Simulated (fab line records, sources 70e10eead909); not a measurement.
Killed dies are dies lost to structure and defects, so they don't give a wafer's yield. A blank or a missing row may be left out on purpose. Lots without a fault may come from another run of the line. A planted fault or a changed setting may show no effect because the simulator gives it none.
Which tool did it? | flow nand_harc | 6 lots, 18 wafers sampled, at 3 steps of a route of 1302

WHAT THE GAUGES READ, wafer by wafer
NHARC_A_BONDPAD_THK_MEAS_20: measures by xrf.
lot  | measured     | on            | thk_nm (nm)
L539 | day 23 07:58 | film_metro-02 | 168.3 170.1 167.5
L540 | day 24 06:45 | film_metro-02 | 168.7 170.7 170.0
L543 | day 26 17:53 | film_metro-02 | 170.5 170.0 168.7
L546 | day 27 00:04 | film_metro-02 | 171.3 172.7 168.7
L547 | day 27 05:39 | film_metro-01 | 170.9 169.5 169.8
L554 | day 29 12:58 | film_metro-02 | 170.6 170.6 169.6

WHICH TOOL RAN EACH LOT (tool, then ch and the chambers of the sampled wafers, then the start)
lot  | NHARC_A_DECK1_JOINT_CMP_02    | NHARC_A_BONDPAD_STRIP_15
L539 | cmp-01 ch 0,1,2, day 12 16:07 | rie_diel-10 ch 0,1, day 23 06:01
L540 | cmp-02 ch 0,1,3, day 13 15:31 | rie_diel-03 ch 1,2, day 24 04:48
L543 | cmp-01 ch 0,2,3, day 14 19:24 | rie_diel-09 ch 2,3, day 26 15:39
L546 | cmp-02 ch 0,1,3, day 16 00:51 | rie_diel-10 ch 0,2,3, day 26 22:05
L547 | cmp-01 ch 2,3, day 16 13:22   | rie_diel-03 ch 1,3, day 27 03:39
L554 | cmp-01 ch 1,2,3, day 19 08:54 | rie_diel-10 ch 2,3, day 29 10:59
- NHARC_A_DECK1_JOINT_CMP_02: polishes SiOx.
- NHARC_A_BONDPAD_STRIP_15: strips in O2.

THE ANSWER, worked out from the rows above alone
Rule: what is usual is taken from the lots themselves. Put in order of their means at a reading, lots are off if they are a third of the lots or fewer, leave a main group of 4 or more, and stand apart from it by a gap of 3 or more times the standard deviation of the main group's means; of several such gaps the widest counts. A main group whose means are all the same, to the digits that the tables above print for the reading, isn't used. A lot without any number at a reading at which 4 lots or more have one is off too. The other lots that the step has rows for count as sound.
No lot is off at any reading shown: from this, nothing can be told.

WHAT THE SIMULATOR HAD PUT IN
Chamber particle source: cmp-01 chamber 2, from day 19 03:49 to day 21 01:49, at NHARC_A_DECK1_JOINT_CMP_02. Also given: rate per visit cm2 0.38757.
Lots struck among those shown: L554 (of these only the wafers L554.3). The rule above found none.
